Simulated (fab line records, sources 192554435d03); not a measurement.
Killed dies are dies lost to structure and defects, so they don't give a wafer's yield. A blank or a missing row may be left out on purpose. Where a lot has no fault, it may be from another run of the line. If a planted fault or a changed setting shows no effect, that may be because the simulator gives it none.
Problem report in the 8D (eight disciplines) form, filled by code | flow n5-finfet | the parts of the form that need people (team, actions taken, sign-off) are left out

== 1. PROBLEM STATEMENT ==
Wafers without a fault read 13, standard deviation 4.7; killed_at_M4_up at N5_PASSIVATION_PROBE_49 reads a mean of 81 on 2 wafers belonging to 2 lots. That puts it +14 standard deviations away from the usual mean.
Earliest sighting: wafer L197.4 on prober-01 at day 17 08:07. The record has a number at this step for 12 wafers belonging to 4 lots. The rule behind "out" and "out of limits": a value lying over 4 standard deviations away from the usual mean. Any other wafer with a number is counted as sound.

== 2. WHAT IT IS, AND WHAT IT ISN'T ==
question                    | is                             | is not
which readings at this step | killed_at_M4_up, killed-on-rim | killed_at_M0_to_M3, killed-at-contacts, killed-at-front-end, killed-at-other, killed-open, killed-short, sort_bin_4_leakage, sort_bin_6_memory
which lots                  | L197, L199                     | L189, L192
which wafers of those lots  | L197.4, L199.5                 | L197.2, L197.6, L199.1, L199.6
read on which tools         | prober-01                      | prober-02
when                        | from day 17 08:07              | up to then (7 sound wafers); but 3 sound wafers of L197, L199 came after

== 3. WHAT RULES OUT EACH SUSPECT ==
Counting: if a tool at a process step up to the reading ran every lot that is out, it stays a suspect. Sound lots after the first of them don't rule it out here, since some wafers of a struck lot are sound.
- rie-diel-04 at N5_BEOL_M8_TRENCH_ETCH_37 (etches SiCOH lowk in C4F6/O2, target depth 93.478 nm, time 31.2 s): kept. It processed each lot that is out (first: L197, day 13 22:31); up to then, its last sound lot is L189 (day 13 01:44).
- prober-01 at N5_PASSIVATION_PROBE_49: kept. It ran every lot that is out, first L197 (day 17 08:01). Its own readings are out on those wafers: killed_at_M4_up, killed-on-rim.
- At N5_BEOL_M8_TRENCH_ETCH_37, inside rie-diel-04: chamber 2 took the wafers that are out, while their sound lot-mates went through chambers 1, 3.
What counting leaves: rie-diel-04 at N5_BEOL_M8_TRENCH_ETCH_37 and prober-01 at N5_PASSIVATION_PROBE_49.

== 4. THE CAUSE (what the simulator had put in) ==
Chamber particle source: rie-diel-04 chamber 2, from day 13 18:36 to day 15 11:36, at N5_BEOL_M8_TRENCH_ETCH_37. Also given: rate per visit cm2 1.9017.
2 suspects survive the count, and this tool is in that group.

== 5. THE EFFECT CHAIN, in route order ==
Rows list readings where the struck wafers' mean (over those with a number) sits beyond 3 standard deviations from the usual. Scope: only readings with a usual standard deviation given in the record; hours: median across lots of the time from each lot's start at the first step in this table that gives one to its start at this step; sigmas: change in usual standard deviations.
hours | step                    | reading              | usual  | on struck wafers | change | sigmas
0     | N5_PASSIVATION_PROBE_49 | defect-limited-yield | 91.2 % | 85.7             | -5.5   | -4.0
0     | N5_PASSIVATION_PROBE_49 | killed_at_M4_up      | 13     | 81               | +68    | +14
0     | N5_PASSIVATION_PROBE_49 | killed-dies          | 104    | 170              | +66    | +3.9
0     | N5_PASSIVATION_PROBE_49 | killed-on-rim        | 14     | 34               | +20    | +5.0
0     | N5_PASSIVATION_PROBE_49 | sort_bin_5_function  | 5.1 %  | 8.1              | +3.0   | +3.1
It contains these process steps:
- N5_PASSIVATION_PROBE_49

== 6. WHAT WOULD HAVE CAUGHT IT SOONER ==
86 hours passed between the start of the fault at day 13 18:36 and the first reading out of limits in this record, taken at day 17 08:07.
Of the tool readings at N5_BEOL_M8_TRENCH_ETCH_37 for which the record gives a usual standard deviation, none was out on any struck wafer, so an alarm limit of 4 standard deviations on them would not have fired.
Each of the lots that are out, 2 in all, had begun N5_BEOL_M8_TRENCH_ETCH_37 on rie-diel-04 no later than day 17 08:07. A hold on the tool at that time would have spared none of them.
